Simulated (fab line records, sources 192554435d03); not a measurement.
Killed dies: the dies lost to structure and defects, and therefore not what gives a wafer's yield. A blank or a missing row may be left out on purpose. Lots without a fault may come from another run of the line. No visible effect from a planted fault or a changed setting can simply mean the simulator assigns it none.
fab line records -- flow n5Finfet
record: lots: 9, wafers: 27, lastDay: 18
route steps=1938 shown BEOL_M4@1111 BEOL_M14@1750 PASSIVATION@1936
lots untouched by any fault: they come from a run of this same line in which no faults occurred
startH: the number of hours between the record's first day and the start of the first shown wafer of the lot -- waitH: hours since the lot's step before -- " unchanged from the row above -- L1.1+2: one row covering several wafers at once -- - no value, or no start was given -- * or withheld: withheld -- < > ~ a bound
route shown NAME@n: NAME is a module with steps in the file, n the number in the route of the first one -- usual: mean/standard deviation taken from wafers without a fault -- same: alike in all rows -- chamber/n: place in a boat -- sites: per-site readings -- _std_site: the values' standard deviation -- _edge_site: inner sites' mean taken away from outer sites' mean -- radiusMm: how far each site lies from the wafer's centre -- mask NAME#n: copy n -- behind: the tool/chamber that last shaped the wafer -- hold: what put the lot on hold/how long, in hours/how the hold closed -- device: transistor that didn't switch, given as n, p or np -- end of line: tests run on the same wafers once the route is complete -- a step with no rows: only its recipe -- killed: dies lost to structure and defects at the first sort, not the wafer's yield -- map: the dies of a wafer, with x for killed, . for not killed, _ for no die there
set.NAME: the setting that was run; set.NAME@STEP: the one run at that earlier step -- model.NAME: the simulator's own value behind a step, which no gauge read
a sample of lots followed through the steps of the route, with each step as a table and each wafer as a row
services: when a tool's chamber went out of use (startH, in hours from the record's first day, below 0 if earlier), for how many hours, and the reason
== steps ==
step: N5_BEOL_M4_RC_MEAS_101
usual: DIBL_N: 36.0/1.9, DIBL_P: 36.0/2.1, IOFF_N: 0.155/0.029, IOFF_P: 0.20/0.032, ION_N: 672/11, ION_P: 461/6.9, SS_N: 71.5/0.58, SS_P: 73.2/0.64, VT_N: 250.4/2.9, VT_P: -251.0/2.8
lot.wafer,tool,chamber,startH,waitH,DIBL_N[mV/V],DIBL_P[mV/V],IOFF_N[nA/um],IOFF_P[nA/um],ION_N[uA/um],ION_P[uA/um],SS_N[mV/dec],SS_P[mV/dec],VT_N[mV],VT_P[mV]
L346.1,prober-01,0,227.73,0.0,38.1,38.0,0.178,0.22,688,468,71.8,73.3,247.4,-249.7
L346.3,prober-01,0,227.73,0.0,35.3,34.2,0.125,0.17,671,459,71.0,72.6,253.8,-253.8
L346.5,prober-01,0,227.73,0.0,37.7,37.6,0.177,0.21,690,464,71.1,73.1,247.6,-250.1
L347.1,prober-01,0,240.97,0.0,36.0,37.2,0.153,0.21,688,469,70.9,74.1,249.2,-248.9
L347.3,prober-01,0,240.97,0.0,35.7,36.8,0.155,0.22,672,467,71.1,73.8,250.3,-250.4
L347.4,prober-01,0,240.97,0.0,34.6,35.8,0.135,0.20,665,466,71.5,73.6,251.7,-249.1
L353.2,prober-01,0,264.08,0.2,36.6,38.4,0.167,0.22,683,465,71.1,73.3,248.6,-251.8
L353.3,prober-01,0,264.08,0.2,35.1,36.3,0.144,0.18,680,463,71.1,73.1,249.2,-254.8
L353.5,prober-01,0,264.08,0.2,34.9,36.3,0.143,0.19,673,463,71.4,72.7,248.6,-253.8
L354.3,prober-02,0,279.82,0.3,36.1,36.5,0.134,0.18,661,454,71.1,72.7,256.5,-253.1
L354.4,prober-02,0,279.82,0.3,38.4,39.7,0.181,0.22,688,462,71.6,74.1,251.6,-251.1
L354.5,prober-02,0,279.82,0.3,40.0,41.4,0.216,0.26,681,465,72.0,75.0,251.1,-249.7
L356.1,prober-02,0,283.94,0.0,36.7,37.7,0.173,0.23,684,470,71.7,73.8,248.6,-248.9
L356.2,prober-02,0,283.94,0.0,37.2,38.2,0.186,0.24,669,460,71.4,74.2,245.9,-247.8
L356.3,prober-02,0,283.94,0.0,38.1,40.4,0.202,0.28,688,475,72.0,74.6,245.9,-245.5
L355.1,prober-01,0,285.18,0.0,35.9,37.6,0.158,0.19,682,463,71.7,73.3,251.3,-253.3
L355.2,prober-01,0,285.18,0.0,37.4,38.4,0.185,0.20,674,457,71.9,74.1,250.6,-255.3
L355.3,prober-01,0,285.18,0.0,35.4,37.0,0.133,0.17,658,456,71.7,73.5,255.4,-255.4
L357.2,prober-02,0,288.21,0.2,35.1,36.4,0.144,0.21,677,467,70.6,73.3,249.4,-251.5
L357.3,prober-02,0,288.21,0.2,32.9,34.1,0.119,0.18,654,453,70.8,72.2,250.0,-251.7
L357.4,prober-02,0,288.21,0.2,35.1,37.0,0.155,0.22,681,469,71.7,73.2,247.5,-249.1
L358.1,prober-02,0,303.98,0.0,38.0,36.8,0.169,0.22,676,469,72.0,73.9,249.1,-247.3
L358.5,prober-02,0,303.98,0.0,36.2,35.3,0.148,0.20,673,462,70.9,73.6,250.4,-249.4
L358.6,prober-02,0,303.98,0.0,38.5,37.9,0.187,0.23,679,460,71.9,74.0,246.4,-247.4
L360.1,prober-01,0,313.78,0.0,34.4,35.1,0.149,0.19,682,466,71.6,73.0,252.9,-249.1
L360.2,prober-01,0,313.78,0.0,33.3,33.1,0.118,0.15,661,450,71.0,72.6,255.5,-255.7
L360.4,prober-01,0,313.78,0.0,32.8,33.0,0.119,0.16,674,462,70.4,72.9,251.2,-253.9
step: N5_BEOL_M14_ETCH_67
recipe: chemistry: CF4, target: SiARC, targetDepthA: 1430, timeS: 238.3, ionEnergyEv: 80, pressureMtorr: 40, sourceW: 545, biasW: 36, Ar_flow_sccm: 100, cf4FlowSccm: 100, ends: cleared
usual: biasW: 36.00/0.11, cf4FlowSccm: 100.01/0.29, drypumpMotorCurrentA: 5.5/0.46, etchRfOnTimeS: 243/6.4, oesProductAu: 0.65/0.045, rfVppV: 183.8/1, showerheadPlenumPTorr: 2.13/0.058, throttleValvePct: 15.65/0.24
lot.wafer,tool,chamber,startH,waitH,biasW,cf4FlowSccm,drypumpMotorCurrentA,etchRfOnTimeS,oesProductAu,rfHoursCounterH,rfVppV,showerheadPlenumPTorr,throttleValvePct
L346.1,rieDiel-02,0,295.99,0.0,35.92,100.23,5.4,249,0.59,196,183.6,2.13,15.93
L346.3,rieDiel-02,3,295.99,0.0,36.12,100.08,5.4,244,0.62,186,185.1,2.21,15.77
L346.5,rieDiel-02,1,295.99,0.0,35.82,99.48,5.1,249,0.67,-,184.0,2.09,15.69
L347.1,rieDiel-02,3,319.63,0.0,35.90,100.53,5.4,246,0.61,194,184.2,2.21,15.79
L347.3,rieDiel-02,2,319.63,0.0,35.88,99.41,5.1,234,0.71,79,183.2,2.08,15.76
L347.4,rieDiel-02,1,319.63,0.0,36.07,99.83,5.0,252,0.67,90,181.5,2.09,15.73
L353.2,rieDiel-02,2,338.50,0.0,-,-,-,-,-,-,-,-,-
L353.3,rieDiel-02,0,338.50,0.0,-,-,-,-,-,-,-,-,-
L353.5,rieDiel-02,1,338.50,0.0,-,-,-,-,-,-,-,-,-
L354.3,rieDiel-03,0,357.77,0.0,-,-,-,-,-,-,-,-,-
L354.4,rieDiel-03,3,357.77,0.0,-,-,-,-,-,-,-,-,-
L354.5,rieDiel-03,2,357.77,0.0,-,-,-,-,-,-,-,-,-
L355.1,rieDiel-06,0,363.23,0.0,-,-,-,-,-,-,-,-,-
L355.2,rieDiel-06,3,363.23,0.0,-,-,-,-,-,-,-,-,-
L355.3,rieDiel-06,1,363.23,0.0,-,-,-,-,-,-,-,-,-
L356.1,rieDiel-02,3,364.00,0.0,36.09,100.02,5.4,244,0.61,208,185.7,2.20,15.83
L356.2,rieDiel-02,0,364.00,0.0,36.04,100.23,5.4,244,0.58,221,183.1,2.13,15.98
L356.3,rieDiel-02,2,364.00,0.0,36.15,99.80,5.1,235,0.70,95,183.4,2.07,15.80
L357.2,rieDiel-03,1,374.82,0.0,35.80,100.43,6.1,250,0.68,109,183.3,2.17,15.51
L357.3,rieDiel-03,0,374.82,0.0,35.83,100.07,5.4,236,0.66,141,185.7,2.22,15.20
L357.4,rieDiel-03,3,374.82,0.0,36.03,99.92,6.0,235,0.60,198,185.2,2.12,15.48
L358.1,rieDiel-06,3,381.82,0.0,35.99,100.14,6.6,235,0.64,155,184.1,2.14,15.81
L358.5,rieDiel-06,0,381.82,0.0,35.97,100.09,6.2,242,0.67,-,184.3,2.08,15.80
L358.6,rieDiel-06,3,381.82,0.0,35.87,100.25,6.6,238,0.63,-,183.5,2.14,15.83
L360.1,rieDiel-02,0,398.39,0.0,36.10,99.68,5.4,247,0.57,232,183.7,2.12,16.00
L360.2,rieDiel-02,2,398.39,0.0,35.87,100.17,5.1,237,0.68,107,183.9,2.07,15.82
L360.4,rieDiel-02,1,398.39,0.0,36.04,100.13,5.0,248,0.64,119,183.3,2.08,15.77
step: N5_BEOL_M14_OCD_MEAS_35
usual: trenchDepthNm: 546/15
lot.wafer,tool,chamber,startH,waitH,trenchDepthNm
L346.1,ocd-02,-,296.57,0.0,532
L346.3,ocd-02,-,296.57,0.0,547
L346.5,ocd-02,-,296.57,0.0,530
L347.1,ocd-01,-,320.21,0.0,536
L347.3,ocd-01,-,320.21,0.0,566
L347.4,ocd-01,-,320.21,0.0,528
L353.2,ocd-02,-,339.07,0.0,-
L353.3,ocd-02,-,339.07,0.0,-
L353.5,ocd-02,-,339.07,0.0,-
L354.3,ocd-01,-,358.35,0.0,-
L354.4,ocd-01,-,358.35,0.0,-
L354.5,ocd-01,-,358.35,0.0,-
L355.1,ocd-01,-,363.80,0.0,-
L355.2,ocd-01,-,363.80,0.0,-
L355.3,ocd-01,-,363.80,0.0,-
L356.1,ocd-02,-,364.58,0.0,537
L356.2,ocd-02,-,364.58,0.0,529
L356.3,ocd-02,-,364.58,0.0,557
L357.2,ocd-01,-,375.40,0.0,526
L357.3,ocd-01,-,375.40,0.0,549
L357.4,ocd-01,-,375.40,0.0,561
L358.1,ocd-02,-,382.39,0.0,566
L358.5,ocd-02,-,382.39,0.0,555
L358.6,ocd-02,-,382.39,0.0,564
L360.1,ocd-01,-,398.96,0.0,535
L360.2,ocd-01,-,398.96,0.0,567
L360.4,ocd-01,-,398.96,0.0,534
step: N5_BEOL_M14_STRIP_37
recipe: chemistry: O2, powerW: 600, tempC: 60, pressureMtorr: 30, rfFrequencyHz: 6e+07, biasPowerW: 0, overashFraction: 0.3, o2FlowSccm: 225
usual: drypumpMotorCurrentA: 5.6/0.54, oesProductAu: 0.77/0.049, rfVppV: 3.7/0.99, showerheadPlenumPTorr: 2.08/0.065, throttleValvePct: 16.68/0.24
lot.wafer,tool,chamber,startH,waitH,drypumpMotorCurrentA,oesProductAu,rfHoursCounterH,rfVppV,showerheadPlenumPTorr,throttleValvePct
L346.1,rieDiel-02,3,299.88,3.3,5.4,0.72,187,3.4,2.19,16.87
L346.3,rieDiel-02,0,299.88,3.3,5.4,0.70,197,3.2,2.06,16.89
L346.5,rieDiel-02,2,299.88,3.3,5.1,0.83,-,2.8,2.03,16.84
L347.1,rieDiel-03,1,324.39,4.2,6.1,0.82,92,3.7,2.12,16.49
L347.3,rieDiel-03,3,324.39,4.2,6.0,0.72,180,2.2,2.08,16.48
L347.4,rieDiel-03,2,324.39,4.2,5.6,0.80,81,4.5,2.12,16.34
L353.2,rieDiel-06,3,340.06,1.0,6.6,0.74,143,4.8,2.11,16.91
L353.3,rieDiel-06,0,340.06,1.0,6.2,0.80,91,5.4,2.02,16.74
L353.5,rieDiel-06,1,340.06,1.0,4.9,0.69,-,5.6,2.01,17.02
L354.3,rieDiel-03,0,359.62,1.3,5.4,0.76,135,4.6,2.20,16.34
L354.4,rieDiel-03,2,359.62,1.3,5.6,0.80,93,2.0,2.11,16.38
L354.5,rieDiel-03,1,359.62,1.3,6.1,0.83,-,2.5,2.12,16.51
L355.1,rieDiel-06,1,364.11,0.3,4.8,0.68,228,1.7,2.01,17.06
L355.2,rieDiel-06,0,364.11,0.3,6.3,0.79,99,5.2,2.02,16.78
L355.3,rieDiel-06,3,364.11,0.3,6.6,0.74,149,3.3,2.11,16.90
L356.1,rieDiel-03,0,365.49,0.9,5.4,0.77,137,5.6,2.20,16.32
L356.2,rieDiel-03,2,365.49,0.9,5.6,0.79,95,2.2,2.11,16.37
L356.3,rieDiel-03,1,365.49,0.9,6.1,0.81,106,3.5,2.12,16.52
L357.2,rieDiel-06,0,377.98,2.6,6.2,0.80,103,3.5,2.02,16.75
L357.3,rieDiel-06,2,377.98,2.6,5.5,0.74,159,4.8,2.00,16.71
L357.4,rieDiel-06,1,377.98,2.6,4.8,0.69,232,2.9,2.01,17.06
L358.1,rieDiel-06,1,383.05,0.7,4.8,0.69,233,3.8,2.01,17.08
L358.5,rieDiel-06,2,383.05,0.7,5.4,0.76,-,2.9,2.00,16.68
L358.6,rieDiel-06,1,383.05,0.7,4.9,0.68,-,3.0,2.01,17.05
L360.1,rieDiel-06,1,400.64,1.7,4.8,0.66,241,5.8,2.00,17.07
L360.2,rieDiel-06,3,400.64,1.7,6.6,0.73,160,2.8,2.10,16.94
L360.4,rieDiel-06,0,400.64,1.7,6.3,0.78,111,4.2,2.01,16.80
step: N5_BEOL_M14_ETCH_38
recipe: chemistry: CF4/N2, target: SiCN, targetDepthA: 1065, taperDeg: 2, timeS: 120.6, ionEnergyEv: 150, maskMaterial: SiO2, pressureMtorr: 40, sourceW: 430, biasW: 70, Ar_flow_sccm: 100, cf4FlowSccm: 60, n2FlowSccm: 60
usual: biasW: 70.00/0.2, cf4FlowSccm: 59.99/0.15, drypumpMotorCurrentA: 5.6/0.54, oesProductAu: 0.76/0.048, rfVppV: 381.8/1.7, showerheadPlenumPTorr: 2.19/0.063, throttleValvePct: 15.45/0.23
lot.wafer,tool,chamber,startH,waitH,biasW,cf4FlowSccm,drypumpMotorCurrentA,oesProductAu,rfHoursCounterH,rfVppV,showerheadPlenumPTorr,throttleValvePct
L346.1,rieDiel-02,3,-,-,70.20,60.18,5.4,0.72,187,383.6,2.28,15.61
L346.3,rieDiel-02,0,-,-,69.91,59.84,5.4,0.69,197,380.0,2.19,15.75
L346.5,rieDiel-02,2,-,-,70.04,60.19,5.1,0.85,-,380.6,2.14,15.58
L347.1,rieDiel-03,1,-,-,69.83,59.96,6.2,0.81,92,384.2,2.24,15.30
L347.3,rieDiel-03,3,-,-,69.86,60.07,6.0,0.72,180,381.2,2.19,15.28
L347.4,rieDiel-03,2,-,-,69.94,60.25,5.6,0.80,81,383.8,2.23,15.15
L353.2,rieDiel-06,3,-,-,70.00,59.83,6.6,0.74,143,382.8,2.21,15.63
L353.3,rieDiel-06,0,-,-,69.71,60.13,6.2,0.79,91,381.0,2.15,15.59
L353.5,rieDiel-06,1,-,-,69.95,59.82,4.8,0.69,-,379.7,2.09,15.66
L354.3,rieDiel-03,0,-,-,69.92,59.73,5.5,0.78,135,384.9,2.29,15.05
L354.4,rieDiel-03,2,-,-,69.87,59.96,5.6,0.79,93,381.9,2.23,15.14
L354.5,rieDiel-03,1,-,-,70.07,59.94,6.1,0.80,-,381.9,2.23,15.31
L355.1,rieDiel-06,1,-,-,70.65,60.05,4.8,0.69,228,379.7,2.08,15.67
L355.2,rieDiel-06,0,-,-,69.57,60.06,6.3,0.79,99,379.7,2.14,15.62
L355.3,rieDiel-06,3,-,-,70.33,60.03,6.6,0.75,149,382.6,2.21,15.66
L356.1,rieDiel-03,0,-,-,70.45,59.79,5.5,0.77,137,385.4,2.29,15.05
L356.2,rieDiel-03,2,-,-,70.16,59.89,5.6,0.78,95,384.4,2.23,15.17
L356.3,rieDiel-03,1,-,-,70.11,60.26,6.2,0.80,106,382.1,2.23,15.32
L357.2,rieDiel-06,0,-,-,70.09,59.88,6.2,0.78,103,380.6,2.14,15.61
L357.3,rieDiel-06,2,-,-,70.18,59.78,5.4,0.75,159,380.1,2.13,15.59
L357.4,rieDiel-06,1,-,-,70.02,59.94,4.9,0.68,232,378.9,2.08,15.67
L358.1,rieDiel-06,1,-,-,70.23,60.25,4.8,0.69,234,379.3,2.08,15.67
L358.5,rieDiel-06,2,-,-,69.66,59.81,5.4,0.75,-,381.2,2.13,15.57
L358.6,rieDiel-06,1,-,-,70.12,60.11,4.8,0.68,-,379.8,2.08,15.69
L360.1,rieDiel-06,1,-,-,69.82,60.00,4.9,0.68,241,379.0,2.08,15.68
L360.2,rieDiel-06,3,-,-,69.81,60.14,6.6,0.73,161,382.0,2.21,15.67
L360.4,rieDiel-06,0,-,-,69.78,59.80,6.2,0.78,111,380.3,2.14,15.64
step: N5_BEOL_M14_PRE_CLEAN_42
recipe: gas: H2/He, timeS: 30, tempC: 300
usual: heaterPowerW: 479/57
lot.wafer,tool,chamber,startH,waitH,heaterPowerW
L346.1,pvdSputter-02,-,300.39,0.0,387
L346.3,pvdSputter-02,-,300.39,0.0,607
L346.5,pvdSputter-02,-,300.39,0.0,388
L347.1,pvdSputter-01,-,324.97,0.0,472
L347.3,pvdSputter-01,-,324.97,0.0,445
L347.4,pvdSputter-01,-,324.97,0.0,494
L353.2,pvdSputter-01,-,340.66,0.0,503
L353.3,pvdSputter-01,-,340.66,0.0,458
L353.5,pvdSputter-01,-,340.66,0.0,528
L354.3,pvdSputter-02,-,360.18,0.0,599
L354.4,pvdSputter-02,-,360.18,0.0,397
L354.5,pvdSputter-02,-,360.18,0.0,594
L355.1,pvdSputter-03,-,365.06,0.0,425
L355.2,pvdSputter-03,-,365.06,0.0,445
L355.3,pvdSputter-03,-,365.06,0.0,499
L356.1,pvdSputter-01,-,366.12,0.0,477
L356.2,pvdSputter-01,-,366.12,0.0,527
L356.3,pvdSputter-01,-,366.12,0.0,508
L357.2,pvdSputter-02,-,378.66,0.0,583
L357.3,pvdSputter-02,-,378.66,0.0,436
L357.4,pvdSputter-02,-,378.66,0.0,381
L358.1,pvdSputter-02,-,383.65,0.0,601
L358.5,pvdSputter-02,-,383.65,0.0,515
L358.6,pvdSputter-02,-,383.65,0.0,608
L360.1,pvdSputter-03,-,401.30,0.0,443
L360.2,pvdSputter-03,-,401.30,0.0,490
L360.4,pvdSputter-03,-,401.30,0.0,419
step: N5_PASSIVATION_PROBE_49
usual: defectLimitedYield: 91.0/1.5, killed_at_M0_to_M3: 33/9.4, killed_at_M4_up: 14/4.8, killedAtContacts: 13/7.3, killedAtFrontEnd: 43/13, killedAtOther: 3.6/2.9, killedDies: 106/18, killedOnRim: 14/4.2, killedOpen: 69/13, killedShort: 35/8.2, sort_bin_5_function: 5.3/1, sort_bin_6_memory: 3.3/0.68, sort_bin_8_speed: 0.01/0.027, sortNPass: 1074/18, sortYieldPct: 91.0/1.5
same: grossDies: 1180, killedAtBackSide: 0, sort_bin_4_leakage[%]: 0
lot.wafer,tool,chamber,startH,waitH,defectLimitedYield[%],killed_at_M0_to_M3,killed_at_M4_up,killedAtContacts,killedAtFrontEnd,killedAtOther,killedDies,killedOnRim,killedOpen,killedShort,sort_bin_5_function[%],sort_bin_6_memory[%],sort_bin_8_speed[%],sortNPass,sortYieldPct[%]
L347.1,prober-01,-,350.89,0.0,92.1,27,13,18,34,1,93,20,68,25,4.9,2.5,0,1087,92.1
L347.3,prober-01,-,350.99,0.1,91.2,40,5,7,52,0,104,15,69,33,5.3,3.2,0,1076,91.2
L347.4,prober-01,-,351.04,0.2,87.4,42,12,6,85,4,149,11,89,56,7.6,4.1,0,1031,87.4
L353.2,prober-01,-,360.96,0.1,0,36,1105,4,33,2,1180,152,55,31,96.6,3.2,0,0,0
L353.3,prober-01,-,361.01,0.1,0,48,1089,9,33,1,1180,152,74,34,95.6,3.9,0,0,0
L353.5,prober-01,-,361.11,0.2,0,40,1096,12,21,11,1180,152,70,23,96.8,3.1,0,0,0
L354.3,prober-02,-,381.59,0.1,0,37,1094,6,41,2,1180,152,59,38,96.2,3.6,0,0,0
L354.4,prober-02,-,381.64,0.2,0,27,1110,5,37,1,1180,152,61,22,97.3,2.3,0,0,0
L354.5,prober-02,-,381.69,0.2,0,52,1072,15,41,0,1180,152,82,41,95.6,4.2,0,0,0
L355.1,prober-02,-,388.38,0.0,0,25,1098,14,36,7,1180,152,59,33,96.4,3.2,0,0,0
L355.2,prober-02,-,388.43,0.1,0,35,1070,7,59,9,1180,152,82,42,95.1,4.2,0,0,0
L355.3,prober-02,-,388.48,0.1,0,47,1074,16,37,6,1180,152,79,45,95.1,4.7,0,0,0
L356.1,prober-01,-,390.18,0.0,90.6,30,17,26,36,2,111,18,69,42,5.3,3.6,0,1069,90.6
L356.2,prober-01,-,390.23,0.1,92.6,18,8,20,41,0,87,8,55,32,4.4,2.5,0,1093,92.6
L356.3,prober-01,-,390.28,0.1,93.4,20,18,15,22,3,78,11,56,22,4.0,2.3,0,1102,93.4
L358.1,prober-02,-,404.19,0.0,92.7,24,16,6,38,2,86,5,58,26,4.3,2.9,0,1094,92.7
L358.5,prober-02,-,404.39,0.2,90.9,44,11,4,43,5,107,14,68,36,5.1,3.4,0,1073,90.9
L358.6,prober-02,-,404.44,0.3,90.3,30,14,13,54,4,115,11,69,38,5.8,3.4,0,1065,90.3
L360.1,prober-01,-,428.13,0.0,91.5,34,18,4,36,8,100,17,56,34,4.2,3.2,0,1080,91.5
L360.2,prober-01,-,428.18,0.1,94.4,19,9,5,24,9,66,11,40,24,3.5,1.9,0,1114,94.4
L360.4,prober-01,-,428.28,0.2,90.8,49,13,6,30,10,108,18,57,51,4.7,3.9,0,1072,90.8
killed by level:class
L347.1 MOL_CONTACT_COAG:geometricParticle:open=13 STI_FIN_REVEAL:geometricParticle:open=9 FIN_SAQP:geometricParticle:open=8 BEOL_M2:geometricParticle:open=6 BEOL_M5:geometricParticle:open=6 MOL_CONTACT_COAG:geometricParticle:short=5 FIN_SAQP:geometricParticle:short=4 BEOL_M1:geometricParticle:open=4
L347.3 FIN_SAQP:geometricParticle:open=15 FIN_SAQP:geometricParticle:short=11 BEOL_M2:geometricParticle:open=11 BEOL_M0_SAQP:geometricParticle:short=9 BEOL_M0_SAQP:geometricParticle:open=7 STI_FIN_REVEAL:geometricParticle:open=6 MOL_CONTACT_COAG:geometricParticle:open=6 GATE_CUT:geometricParticle:open=4
L347.4 FIN_SAQP:geometricParticle:open=33 FIN_SAQP:geometricParticle:short=21 BEOL_M2:geometricParticle:open=15 BEOL_M0_SAQP:geometricParticle:open=7 BEOL_M1:geometricParticle:open=6 MOL_CONTACT_COAG:geometricParticle:open=5 BEOL_M4:geometricParticle:open=5 STARTING-WAFER:geometricParticle:open=5
L353.2 BEOL_M14:areaEtch=1093 STI_FIN_REVEAL:geometricParticle:open=12 BEOL_M3:geometricParticle:open=12 BEOL_M1:geometricParticle:open=7 BEOL_M0_SAQP:geometricParticle:short=6 GATE_CUT:geometricParticle:short=4 BEOL_M0_SAQP:geometricParticle:open=3 BEOL_M1:geometricParticle:short=3
L353.3 BEOL_M14:areaEtch=1068 BEOL_M0_SAQP:geometricParticle:open=13 BEOL_M1:geometricParticle:open=9 BEOL_M2:geometricParticle:open=8 FIN_SAQP:geometricParticle:short=6 GATE_CUT:geometricParticle:short=6 MOL_CONTACT_COAG:geometricParticle:open=6 BEOL_M0_SAQP:geometricParticle:short=6
L353.5 BEOL_M14:areaEtch=1086 BEOL_M3:geometricParticle:open=18 MOL_CONTACT_COAG:geometricParticle:open=11 STI_FIN_REVEAL:geometricParticle:open=7 BEOL_M1:geometricParticle:open=6 FIN_SAQP:geometricParticle:open=5 BEOL_M0_SAQP:geometricParticle:open=4 BEOL_M2:geometricParticle:open=4
L354.3 BEOL_M14:areaEtch=1080 STI_FIN_REVEAL:geometricParticle:open=14 FIN_SAQP:geometricParticle:short=10 FIN_SAQP:geometricParticle:open=7 BEOL_M0_SAQP:geometricParticle:open=7 BEOL_M0_SAQP:geometricParticle:short=6 BEOL_M3:geometricParticle:short=6 BEOL_M4:geometricParticle:open=6
L354.4 BEOL_M14:areaEtch=1096 STI_FIN_REVEAL:geometricParticle:open=12 BEOL_M2:geometricParticle:open=8 BEOL_M0_SAQP:geometricParticle:open=7 FIN_SAQP:geometricParticle:short=6 DUMMY_GATE:geometricParticle:open=5 MOL_CONTACT_COAG:geometricParticle:open=5 BEOL_M8:geometricParticle:open=5
L354.5 BEOL_M14:areaEtch=1056 BEOL_M0_SAQP:geometricParticle:open=15 MOL_CONTACT_COAG:geometricParticle:open=13 BEOL_M0_SAQP:geometricParticle:short=12 DUMMY_GATE:geometricParticle:open=9 BEOL_M2:geometricParticle:open=8 BEOL_M3:geometricParticle:open=8 FIN_SAQP:geometricParticle:short=7
L355.1 BEOL_M14:areaEtch=1087 MOL_CONTACT_COAG:geometricParticle:open=13 FIN_SAQP:geometricParticle:open=8 BEOL_M3:geometricParticle:open=7 BEOL_M0_SAQP:geometricParticle:open=6 STI_FIN_REVEAL:geometricParticle:open=5 BEOL_M0_SAQP:geometricParticle:short=5 FIN_SAQP:geometricParticle:short=4
L355.2 BEOL_M14:areaEtch=1053 FIN_SAQP:geometricParticle:short=14 STI_FIN_REVEAL:geometricParticle:open=14 FIN_SAQP:geometricParticle:open=9 BEOL_M4:geometricParticle:open=9 BEOL_M0_SAQP:geometricParticle:short=8 BEOL_M0_SAQP:geometricParticle:open=7 DUMMY_GATE:geometricParticle:open=6
L355.3 BEOL_M14:areaEtch=1054 MOL_CONTACT_COAG:geometricParticle:open=14 BEOL_M0_SAQP:geometricParticle:short=11 FIN_SAQP:geometricParticle:short=10 BEOL_M0_SAQP:geometricParticle:open=10 BEOL_M1:geometricParticle:open=8 BEOL_M2:geometricParticle:open=7 BEOL_M3:geometricParticle:open=6
L356.1 MOL_CONTACT_COAG:geometricParticle:open=19 STI_FIN_REVEAL:geometricParticle:open=17 BEOL_M0_SAQP:geometricParticle:open=10 BEOL_M0_SAQP:geometricParticle:short=10 FIN_SAQP:geometricParticle:short=8 MOL_CONTACT_COAG:geometricParticle:short=7 BEOL_M2:geometricParticle:open=5 GATE_CUT:geometricParticle:short=4
L356.2 MOL_CONTACT_COAG:geometricParticle:open=16 STI_FIN_REVEAL:geometricParticle:open=11 FIN_SAQP:geometricParticle:short=10 FIN_SAQP:geometricParticle:open=8 BEOL_M0_SAQP:geometricParticle:short=7 MOL_CONTACT_COAG:geometricParticle:short=4 BEOL_M2:geometricParticle:open=4 STI_FIN_REVEAL:geometricParticle:short=3
L356.3 MOL_CONTACT_COAG:geometricParticle:open=14 STI_FIN_REVEAL:geometricParticle:open=7 FIN_SAQP:geometricParticle:short=4 BEOL_M0_SAQP:geometricParticle:open=4 BEOL_M4:geometricParticle:open=4 STARTING-WAFER:geometricParticle:open=4 GATE_CUT:geometricParticle:short=3 DUMMY_GATE:geometricParticle:open=3
L358.1 STI_FIN_REVEAL:geometricParticle:open=9 BEOL_M1:geometricParticle:open=7 GATE_CUT:geometricParticle:short=6 MOL_CONTACT_COAG:geometricParticle:open=6 DUMMY_GATE:geometricParticle:open=5 BEOL_M2:geometricParticle:open=5 BEOL_M4:geometricParticle:short=5 BEOL_M6:geometricParticle:open=5
L358.5 STI_FIN_REVEAL:geometricParticle:open=13 BEOL_M0_SAQP:geometricParticle:open=10 BEOL_M2:geometricParticle:open=10 BEOL_M0_SAQP:geometricParticle:short=7 BEOL_M1:geometricParticle:open=7 GATE_CUT:geometricParticle:short=6 BEOL_M4:geometricParticle:open=6 FIN_SAQP:geometricParticle:open=4
L358.6 STI_FIN_REVEAL:geometricParticle:open=13 BEOL_M1:geometricParticle:open=10 FIN_SAQP:geometricParticle:short=9 MOL_CONTACT_COAG:geometricParticle:open=8 FIN_SAQP:geometricParticle:open=7 DUMMY_GATE:geometricParticle:open=7 BEOL_M1:geometricParticle:short=5 BEOL_M2:geometricParticle:open=5
L360.1 FIN_SAQP:geometricParticle:open=9 HKMG_FIN:areaEtch=9 BEOL_M0_SAQP:geometricParticle:open=7 BEOL_M0_SAQP:geometricParticle:short=7 BEOL_M3:geometricParticle:open=6 BEOL_M4:geometricParticle:open=6 BEOL_M4:geometricParticle:short=5 FIN_SAQP:geometricParticle:short=4
L360.2 STI_FIN_REVEAL:geometricParticle:open=7 BEOL_M4:geometricParticle:open=6 BEOL_M1:geometricParticle:short=5 MOL_CONTACT_COAG:geometricParticle:open=4 BEOL_M0_SAQP:geometricParticle:short=4 BEOL_M3:geometricParticle:open=4 STARTING-WAFER:geometricParticle:open=4 FIN_SAQP:geometricParticle:short=3
L360.4 BEOL_M0_SAQP:geometricParticle:short=16 BEOL_M0_SAQP:geometricParticle:open=14 GATE_CUT:geometricParticle:short=7 FIN_SAQP:geometricParticle:short=5 BEOL_M4:geometricParticle:open=5 PASS1_CAP:geometricParticle:short=5 GATE_CUT:geometricParticle:open=4 MOL_CONTACT_COAG:geometricParticle:open=4
== services ==
tool,chamber,startH,hours,kind
pvdSputter-02,-,288.76,8.9,repair
rieDiel-03,3,307.60,7.1,repair
pvdSputter-01,-,326.48,1.0,repair
rieDiel-02,3,335.50,4.8,repair
rieDiel-06,2,362.62,4.0,repair
pvdSputter-01,-,367.91,3.0,repair
rieDiel-03,0,379.04,8.9,repair
== key ==
firstSign: step: N5_BEOL_M14_ETCH_67, reading: toolRecord, direction: missing
effect: step: N5_BEOL_M14_OCD_MEAS_35, reading: trenchDepthNm, direction: missing
effect: step: N5_PASSIVATION_PROBE_49, reading: killed_at_M4_up, direction: up, sigmas: 99+, usual: 14, struck: 1090
moreKillsBornAt: N5_BEOL_M14_ETCH_67@rieDiel-02: 3247, N5_BEOL_M14_ETCH_67@rieDiel-03: 3232, N5_BEOL_M14_ETCH_67@rieDiel-06: 3194
metAt N5_BEOL_M14_ETCH_67
struckLots L353,L354,L355
laterRowsLeftOut L353.2,L353.3,L353.5,L354.3,L354.4,L354.5,L355.1,L355.2,L355.3
notActingAt N5_BEOL_M14_STRIP_37,N5_BEOL_M14_ETCH_38,N5_BEOL_M14_PRE_CLEAN_42
onsetBetween 319.63 338.50
fault: kind: skippedStepWhole, tool: rieDiel-02,rieDiel-03,rieDiel-06, chamber: -, onsetH: 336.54, steps: N5_BEOL_M14_ETCH_67, scope: struckLotsOnly
laterRowsLeftOut: the simulator's readings of these wafers behind a module that went badly wrong aren't trusted and aren't shown, but for the sort
